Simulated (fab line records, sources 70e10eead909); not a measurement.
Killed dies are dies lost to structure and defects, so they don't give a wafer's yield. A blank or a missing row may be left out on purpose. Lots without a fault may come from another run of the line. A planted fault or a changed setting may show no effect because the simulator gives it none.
Which tool did it? | flow nand_harc | 7 lots, 20 wafers sampled, at 3 steps of a route of 1302

WHAT THE GAUGES READ, wafer by wafer
NHARC_P_CONTACT_CD_MEAS_19.
lot  | measured     | on        | cd_nm (nm)
L720 | day 6 13:20  | cd_sem-01 | 89.1 91.3 89.6
L723 | day 7 16:19  | cd_sem-02 | 87.3 90.4 90.5
L727 | day 9 08:42  | cd_sem-02 | 89.5 89.3
L733 | day 12 01:37 | cd_sem-02 | 89.6 87.9 91.9
L736 | day 13 00:52 | cd_sem-01 | 89.5 90.7 87.1
L738 | day 14 00:47 | cd_sem-02 | 89.9 89.2 90.6
L741 | day 15 00:44 | cd_sem-03 | 88.1 90.4 88.6

WHICH TOOL RAN EACH LOT (tool, then ch and the chambers of the sampled wafers, then the start)
lot  | NHARC_P_GATE_DEGAS_109       | NHARC_P_CONTACT_SOFTBAKE_07
L720 | pvd_sputter-03, day 6 09:38  | litho_track-04 ch 0, day 6 11:00
L723 | pvd_sputter-01, day 7 12:49  | litho_track-06 ch 0, day 7 14:00
L727 | pvd_sputter-02, day 9 05:12  | litho_track-06 ch 0, day 9 07:00
L733 | pvd_sputter-02, day 11 22:01 | litho_track-01 ch 0, day 12 00:00
L736 | pvd_sputter-01, day 12 21:13 | litho_track-01 ch 0, day 12 23:00
L738 | pvd_sputter-03, day 13 21:18 | litho_track-04 ch 0, day 13 23:00
L741 | pvd_sputter-02, day 14 20:46 | litho_track-06 ch 0, day 14 22:00
- NHARC_P_GATE_DEGAS_109: time 60 s.
- NHARC_P_CONTACT_SOFTBAKE_07: time 55 s.

THE ANSWER, worked out from the rows above alone
Rule: what is usual is taken from the lots themselves. Put in order of their means at a reading, lots are off if they are a third of the lots or fewer, leave a main group of 4 or more, and stand apart from it by a gap of 3 or more times the standard deviation of the main group's means; of several such gaps the widest counts. A main group whose means are all the same, to the digits that the tables above print for the reading, isn't used. A lot without any number at a reading at which 4 lots or more have one is off too. The other lots that the step has rows for count as sound.
No lot is off at any reading shown: from this, nothing can be told.

WHAT THE SIMULATOR HAD PUT IN
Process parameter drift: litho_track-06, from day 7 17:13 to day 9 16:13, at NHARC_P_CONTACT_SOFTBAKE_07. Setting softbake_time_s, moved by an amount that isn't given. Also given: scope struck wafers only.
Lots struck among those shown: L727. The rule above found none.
